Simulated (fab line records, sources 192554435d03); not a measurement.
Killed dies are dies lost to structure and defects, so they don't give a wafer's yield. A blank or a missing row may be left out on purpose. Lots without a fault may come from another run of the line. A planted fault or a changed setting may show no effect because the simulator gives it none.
Chamber matching | flow n5_finfet | N5_BEOL_M3_DESCUM_16 on rie_diel-05: 4 sister chambers
The step chemistry O2, time 7 s. 18 wafers are shown with their chamber, then 9 later ones without.

WAFERS WITH THEIR CHAMBER
wafer  | chamber | drypump_motor_current_A (A) | showerhead_plenum_p_Torr (Torr) | throttle_valve_pct (%)
L074.2 | 1       | 5.6                         | 2.15                            | 20.29
L074.3 | 2       | 6.2                         | 2.13                            | 20.16
L074.5 | 2       | 6.2                         | 2.13                            | 20.13
L079.1 | 0       | 5.2                         | 2.03                            | 20.10
L079.4 | 3       | 5.1                         | 2.06                            | 20.68
L079.6 | 0       | 5.2                         | 2.03                            | 20.07
L080.2 | 0       | 5.2                         | 2.03                            | 20.07
L080.5 | 1       | 5.6                         | 2.15                            | 20.29
L080.6 | 2       | 6.2                         | 2.13                            | 20.16
L081.1 | 2       | 6.2                         | 2.13                            | 20.17
L081.3 | 3       | 5.1                         | 2.06                            | 20.67
L081.6 | 2       | 6.2                         | 2.13                            | 20.15
L088.2 | 1       | 5.6                         | 2.14                            | 20.33
L088.3 | 3       | 5.1                         | 2.06                            | 20.40
L088.5 | 0       | 5.3                         | 2.03                            | 20.11
L087.1 | 1       | 5.6                         | 2.14                            | 20.34
L087.5 | 3       | 5.1                         | 2.06                            | 20.41
L087.6 | 0       | 5.2                         | 2.03                            | 20.09

SIGNATURES (means of the wafers above)
reading                  | chamber 0 | chamber 1 | chamber 2 | chamber 3 | scatter within a chamber
drypump_motor_current_A  | 5.220     | 5.600     | 6.200     | 5.100     | 0.0239
showerhead_plenum_p_Torr | 2.0300    | 2.1450    | 2.1300    | 2.0600    | 0.00267
throttle_valve_pct       | 20.0880   | 20.3125   | 20.1540   | 20.5400   | 0.0743
Rule: a wafer's distance from a chamber is the root of the sum, over the readings, of the square of ((its reading less the chamber's mean) divided by the reading's scatter). The wafer belongs to the nearest chamber; if the next one is less than 2 further off, it can't be placed. The scatter: the root of (the sum of the squares of (reading less its chamber's mean) over the shown wafers, divided by (wafers less chambers)).

WAFERS WITHOUT THEIR CHAMBER
wafer  | drypump_motor_current_A (A) | showerhead_plenum_p_Torr (Torr) | throttle_valve_pct (%)
L090.4 | 5.6                         | 2.14                            | 20.32
L090.5 | 5.1                         | 2.06                            | 20.39
L090.6 | 5.3                         | 2.02                            | 20.11
L092.4 | 5.6                         | 2.14                            | 20.34
L092.5 | 5.1                         | 2.06                            | 20.39
L092.6 | 6.2                         | 2.12                            | 20.19
L094.1 | 5.1                         | 2.06                            | 20.41
L094.2 | 6.2                         | 2.12                            | 20.20
L094.3 | 5.6                         | 2.14                            | 20.33

WHICH CHAMBER EACH WENT THROUGH
wafer  | from the rows above | in truth
L090.4 | 1                   | 1
L090.5 | 3                   | 3
L090.6 | 0                   | 0
L092.4 | 1                   | 1
L092.5 | 3                   | 3
L092.6 | 2                   | 2
L094.1 | 3                   | 3
L094.2 | 2                   | 2
L094.3 | 1                   | 1
Placed correctly: 9 of 9. Can't be placed from these rows: 0. Placed wrongly: 0.
